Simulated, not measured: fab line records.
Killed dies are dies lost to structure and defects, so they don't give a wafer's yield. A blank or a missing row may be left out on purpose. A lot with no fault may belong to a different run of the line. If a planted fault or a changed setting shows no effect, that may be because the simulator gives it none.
Problem report, 8D (eight disciplines) form, completed by code    flow n5Finfet    the parts of the form that need people (team, actions taken, sign-off) are left out

== 1. WHAT IS WRONG ==
Mean of killed_at_M4_up at N5_PASSIVATION_PROBE_49: 56 across 2 wafers in 2 lots; on wafers with no fault it is 14 (standard deviation 5.4). That is +7.8 standard deviations from the usual mean.
The first sign was on wafer L436.4 at day 16 07:16, on prober-01. The record has a number at this step for 5 wafers belonging to 3 lots. Rule for "out" (also "out of limits"): further than 4 standard deviations from the usual mean. All remaining wafers that have a number are taken as sound.

== 2. WHAT IT IS, AND WHAT IT ISN'T ==
question                     is                      is not
which readings at this step  killed_at_M4_up         killed_at_M0_to_M3, killedAtContacts, killedAtFrontEnd, killedAtOther, killedOpen, killedShort, sort_bin_6_memory, sortNPass, sortYieldPct
which lots                   L436, L440              L431
which wafers of those lots   all that have a number  -
read on which tools          prober-01, prober-02    -
when                         from day 16 07:16       up to then (3 sound wafers)

== 3. THE SUSPECTS, EACH WITH WHAT RULES IT OUT ==
Counting: a tool at any process step up to the reading remains a suspect when it ran all the lots that are out and ran no sound lot after the first of those.
- wetBench-02 at N5_BEOL_M13_PRECLEAN_39 (cleans in residue remover, time 60 s): kept. Every lot that is out went through it, starting with L436 (day 15 03:29), and after that it ran no sound lot; the last sound lot it ran before then is L431 (day 13 22:08).
Remaining after the count: wetBench-02 at N5_BEOL_M13_PRECLEAN_39.

== 4. THE CAUSE (what the simulator had put in) ==
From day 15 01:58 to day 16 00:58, wetBench-02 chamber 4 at N5_BEOL_M13_PRECLEAN_39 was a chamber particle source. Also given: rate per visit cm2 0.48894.
After counting, this tool was the only one left.

== 5. SEQUENCE OF EFFECTS, ordered by route ==
Each row: a reading where the mean over the struck wafers with a number is more than 3 standard deviations away from the usual. Scope: only readings with a usual standard deviation given in the record; hours: median across lots of the time from each lot's start at the first step in this table that gives one to its start at this step; sigmas: change in usual standard deviations.
hours  step                     reading          usual  on struck wafers  change  sigmas
0      N5_PASSIVATION_PROBE_49  killed_at_M4_up  14     56                +42     +7.8
0      N5_PASSIVATION_PROBE_49  killedOnRim      13     31                +18     +4.6
It contains these process steps:
- N5_PASSIVATION_PROBE_49

== 6. WHAT WOULD HAVE CAUGHT IT SOONER ==
In this record no reading fell out of limits until day 16 07:16, 29 hours after the fault had begun at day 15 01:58.
All the lots that are out (2) had begun N5_BEOL_M13_PRECLEAN_39 on wetBench-02 by day 16 07:16. Had the tool been put on hold then, not one of them would have been saved.
